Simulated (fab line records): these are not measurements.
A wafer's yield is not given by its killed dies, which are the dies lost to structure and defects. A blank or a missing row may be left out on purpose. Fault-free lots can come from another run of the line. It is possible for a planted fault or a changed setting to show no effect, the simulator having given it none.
Which tool did it?	flow nand harc	24 lots, 72 wafers sampled, at 3 steps of a route of 1159

WHAT THE GAUGES SHOWED, per wafer
NHARC_A_CONTACT_CD_MEAS_53. Usual: cd nm at 189.6 nm, with a standard deviation of 0.84.
lot	measured	on	cd nm (nm)	flag
L074	day 16 10:49	cd sem-02	190.3 190.6 190.6	
L078	day 16 22:00	cd sem-03	189.3 189.2 190.0	
L075	day 16 22:29	cd sem-03	189.5 190.2 188.8	
L076	day 17 03:38	cd sem-02	190.6 190.1 190.3	
L080	day 17 04:31	cd sem-01	188.7 189.6 188.5	
L079	day 17 08:23	cd sem-02	189.5 189.2 188.9	
L077	day 17 10:09	cd sem-01	190.1 190.3 190.0	
L081	day 18 11:21	cd sem-01	190.3 189.8 191.3	
L082	day 18 11:38	cd sem-02	189.6 190.2 189.9	
L083	day 18 21:31	cd sem-01	188.9 189.1 189.2	
L085	day 18 22:38	cd sem-01	189.6 189.4 188.9	
L084	day 19 03:08	cd sem-03	189.6 189.2 189.6	
L087	day 19 11:49	cd sem-01	190.0 190.8 190.1	
L088	day 20 04:22	cd sem-03	190.5 190.4 190.2	
L086	day 20 08:40	cd sem-01	189.3 190.5 190.0	
L089	day 20 10:36	cd sem-01	190.0 190.3 190.2	
L090	day 20 15:24	cd sem-01	188.8 189.6 189.3	
L092	day 20 20:05	cd sem-02	189.7 189.9 189.7	
L095	day 20 23:04	cd sem-03	190.7 191.2 190.9	
L091	day 21 01:07	cd sem-02	188.6 188.3 188.8	
L094	day 21 03:11	cd sem-01	189.9 189.6 189.7	
L093	day 21 10:46	cd sem-03	189.9 190.3 189.9	
L096	day 22 01:26	cd sem-01	188.3 187.7 187.3	
L097	day 22 05:47	cd sem-03	188.7 189.9 189.2	

WHICH TOOL RAN EACH LOT (tool, then ch and the chambers of the sampled wafers, then the start)
lot	NHARC_A_CONTACT_ETCH_111	NHARC_A_CONTACT_ETCH_119
L074	har cap etch-01 ch 0,1, day 16 08:47	har cap etch-01 ch 0,1, day 16 09:37
L078	har cap etch-01 ch 1, day 16 19:59	har cap etch-01 ch 1, day 16 20:48
L075	har cap etch-03 ch 0,1, day 16 20:29	har cap etch-03 ch 0,1, day 16 21:17
L076	har cap etch-03 ch 0,1, day 17 01:37	har cap etch-03 ch 0,1, day 17 02:28
L080	har cap etch-02 ch 0,1, day 17 02:28	har cap etch-02 ch 0,1, day 17 03:18
L079	har cap etch-02 ch 0,1, day 17 06:23	har cap etch-02 ch 0,1, day 17 07:11
L077	har cap etch-01 ch 0, day 17 08:07	har cap etch-01 ch 0, day 17 08:56
L081	har cap etch-02 ch 0,1, day 18 09:22	har cap etch-02 ch 0,1, day 18 10:11
L082	har cap etch-01 ch 0,1, day 18 09:41	har cap etch-01 ch 0,1, day 18 10:29
L083	har cap etch-01 ch 0,1, day 18 19:30	har cap etch-01 ch 0,1, day 18 20:20
L085	har cap etch-03 ch 0,1, day 18 20:39	har cap etch-03 ch 0,1, day 18 21:28
L084	har cap etch-03 ch 0,1, day 19 01:08	har cap etch-03 ch 0,1, day 19 01:58
L087	har cap etch-01 ch 0,1, day 19 09:49	har cap etch-01 ch 0,1, day 19 10:37
L088	har cap etch-03 ch 0,1, day 20 02:23	har cap etch-03 ch 0,1, day 20 03:12
L086	har cap etch-01 ch 0,1, day 20 06:40	har cap etch-01 ch 0,1, day 20 07:29
L089	har cap etch-02 ch 0,1, day 20 08:38	har cap etch-02 ch 0,1, day 20 09:26
L090	har cap etch-01 ch 0,1, day 20 13:24	har cap etch-01 ch 0,1, day 20 14:13
L092	har cap etch-02 ch 0,1, day 20 18:05	har cap etch-02 ch 0,1, day 20 18:55
L095	har cap etch-01 ch 0,1, day 20 21:04	har cap etch-01 ch 0,1, day 20 21:53
L091	har cap etch-01 ch 0,1, day 20 23:10	har cap etch-01 ch 0,1, day 20 23:58
L094	har cap etch-03 ch 0,1, day 21 01:10	har cap etch-03 ch 0,1, day 21 01:59
L093	har cap etch-02 ch 0,1, day 21 08:44	har cap etch-02 ch 0,1, day 21 09:34
L096	har cap etch-02 ch 0,1, day 21 23:25	har cap etch-02 ch 0,1, day 22 00:14
L097	har cap etch-03 ch 0,1, day 22 03:45	har cap etch-03 ch 0,1, day 22 04:35
- NHARC_A_CONTACT_ETCH_111: etches the open film in C4F8/O2/Ar, time 140 s, target depth 700 nm.
- NHARC_A_CONTACT_ETCH_119: etches the open film in C4F8/O2/Ar, time 94 s, target depth 922 nm.

AS READ BY THE TOOLS THEMSELVES (means over the sampled wafers that have a number; for cases with no such wafer, the mark the record gives instead)
The record holds no such reading with a usual standard deviation.

THE ANSWER, worked out from the rows above alone
Rule: lot off if the mean of its wafers having a number is beyond 3 standard deviations from the usual mean. Also off: a lot with no number at a reading for which 4 or more lots have one. All remaining lots with rows at the step are treated as sound. Order of review: gauges by route order, followed by the tools' own readings, for which a lot's mean as printed above is used. At the first step where some lot is off, the reading lying furthest off is the one used; lots without a number count as furthest.
No lot is off at any reading shown: from this, nothing can be told.

WHAT WAS PUT IN BY THE SIMULATOR
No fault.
